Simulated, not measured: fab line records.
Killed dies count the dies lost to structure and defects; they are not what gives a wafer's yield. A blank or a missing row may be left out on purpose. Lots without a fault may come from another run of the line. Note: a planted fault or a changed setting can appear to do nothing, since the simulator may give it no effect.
Which tool did it? ; flow n5 finfet ; 11 lots with 33 wafers sampled at 3 steps, on a route of 1938 steps

== WHAT THE GAUGES READ, wafer by wafer ==
N5_BEOL_M6_INSPECT_13: inspects for defects (brightfield).
lot;measured;on;raw defect count
L362;day 8 20:31;defect inspect-01;336 521 464
L363;day 9 11:23;defect inspect-01;576 253 351
L365;day 9 20:25;defect inspect-01;283 428 404
L367;day 10 00:21;defect inspect-01;417 443 488
L368;day 10 15:00;defect inspect-02;283 338 341
L372;day 11 13:22;defect inspect-02;381 396 401
L374;day 11 21:21;defect inspect-02;247 272 276
L373;day 11 21:33;defect inspect-02;447 444 261
L376;day 13 01:17;defect inspect-01;421 569 295
L380;day 13 06:02;defect inspect-01;469 484 313
L384;day 14 16:15;defect inspect-02;408 453 446

== WHAT TOOL EACH LOT RAN ON (gives the tool, then ch and the chambers of the sampled wafers, and finally the start) ==
lot;N5_BEOL_M5_CO_CAP_78;N5_BEOL_M6_HM_DEP_02
L362;cvd co-01 ch 1,2, day 8 17:59;pvd sputter-01, day 8 19:58
L363;cvd co-01 ch 0,1,2, day 9 08:33;pvd sputter-02, day 9 10:50
L365;cvd co-02 ch 0,1, day 9 18:55;pvd sputter-03, day 9 19:59
L367;cvd co-02 ch 0,1,2, day 9 20:55;pvd sputter-03, day 9 23:55
L368;cvd co-01 ch 0,1,2, day 10 12:25;pvd sputter-02, day 10 14:25
L372;cvd co-02 ch 0,2, day 11 10:44;pvd sputter-01, day 11 12:56
L374;cvd co-02 ch 0,2, day 11 18:38;pvd sputter-03, day 11 20:48
L373;cvd co-02 ch 1,2, day 11 18:45;pvd sputter-03, day 11 20:54
L376;cvd co-01 ch 0,2, day 12 23:10;pvd sputter-03, day 13 00:44
L380;cvd co-02 ch 0,1, day 13 04:28;pvd sputter-02, day 13 05:37
L384;cvd co-01 ch 0,2, day 14 12:34;pvd sputter-01, day 14 15:42
- N5_BEOL_M5_CO_CAP_78: material Co, precursor CCTBA/H2, target thk 2 nm, time 102.1 s.
- N5_BEOL_M6_HM_DEP_02: deposits TiN, target thk 20 nm.

== THE ANSWER, worked out from the rows above alone ==
Rule: the usual values come from the lots themselves. Put in order of their means at a reading, lots are off if they are a third of the lots or fewer, leave a main group of 4 or more, and stand apart from it by a gap of 3 or more times the standard deviation of the main group's means; of several such gaps the widest counts. A main group whose means are all the same, to the digits that the tables above print for the reading, isn't used. A lot without any number at a reading at which 4 lots or more have one is off too. The other lots that the step has rows for count as sound.
Across all readings shown, no lot is off: no conclusion can be drawn from this.

== WHAT THE SIMULATOR PUT IN ==
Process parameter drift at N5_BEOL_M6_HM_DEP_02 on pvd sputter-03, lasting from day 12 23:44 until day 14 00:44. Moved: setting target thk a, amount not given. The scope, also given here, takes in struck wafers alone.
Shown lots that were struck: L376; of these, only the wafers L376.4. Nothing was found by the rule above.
